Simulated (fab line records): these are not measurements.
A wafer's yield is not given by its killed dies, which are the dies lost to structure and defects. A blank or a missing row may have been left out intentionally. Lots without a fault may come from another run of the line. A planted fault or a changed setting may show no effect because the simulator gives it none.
A struck lot beside a sound one    flow nand harc    13 out of 1159 route steps
Sound: these wafers, L721.1, L721.2, L721.6. Wafers struck: L729.1, L729.5, L729.6. At the end, the cause is stated.
Order at every step that has rows: each side's tool, ch and its chambers, its first start. Under that, the readings that differ: sound wafers    struck wafers    difference of the means    sigmas: that difference in standard deviations of wafers without a fault.
alike: readings with means less than 2 such deviations apart, plus words and numbers identical on both sides. not compared: withheld readings, readings lacking a value on some wafer, bounds such as >300 that could conceal the same value, and numbers that have no deviation in the record and whose values overlap.
The two part at a step that has a row with sigmas, a row that says differs or no value, or rows on one side only. Numbers that don't overlap but have no deviation are shown without sigmas and don't part them. A reading that every wafer of one side lacks parts them only if that side has two wafers or more.

NHARC_A_STAIRCASE_ETCH_236: etches the open film in C4F8/O2, target depth 100 nm, time 40.5 s.
  sound: rie diel-01 ch 0,2,3; struck: rie diel-12 ch 1,2,3
  alike: oes product au, rf vpp V
  not compared: rf hours counter h
NHARC_A_STAIRCASE_STRIP_238: strips in O2.
  sound on plasma asher-02 ch 0,1, day 11 20:13; struck on plasma asher-01 ch 0,1, day 13 11:05
  alike: drypump motor current A, heater power w
  not compared: rf hours counter h
then, 9 steps without rows for these wafers: NHARC_A_STAIRCASE_STRIP_239 (strips in SPM, time 900 s); NHARC_A_STAIRCASE_PRECLEAN_240 (cleans in SC1); NHARC_A_STAIRCASE_SRD_241; NHARC_A_STAIRCASE_DEHYDRATE_242 (time 120 s); NHARC_A_STAIRCASE_HMDS_243 (time 30 s); NHARC_A_STAIRCASE_COAT_244; NHARC_A_STAIRCASE_SOFTBAKE_245 (time 170 s); NHARC_A_STAIRCASE_EBR_246; NHARC_A_STAIRCASE_EXPOSE_247 (exposes mask SDS 1).
NHARC_A_STAIRCASE_PEB_248: peb time 130 s.
  sound on litho track-02 ch 0, day 11 21:26; struck on litho track-03, day 13 12:10
  no value came back on the struck wafers for chill plate temp C (C), exhaust pa (Pa), resist line temp C (C); on the sound wafers chill plate temp C (C) reads 23.03 23.02 23.02
then, 1 step without rows for these wafers: NHARC_A_STAIRCASE_DEVELOP_249 (time 140 s).

WHERE THEY PART
Only at NHARC_A_STAIRCASE_PEB_248, within this record.

WHY: what had been put in by the simulator
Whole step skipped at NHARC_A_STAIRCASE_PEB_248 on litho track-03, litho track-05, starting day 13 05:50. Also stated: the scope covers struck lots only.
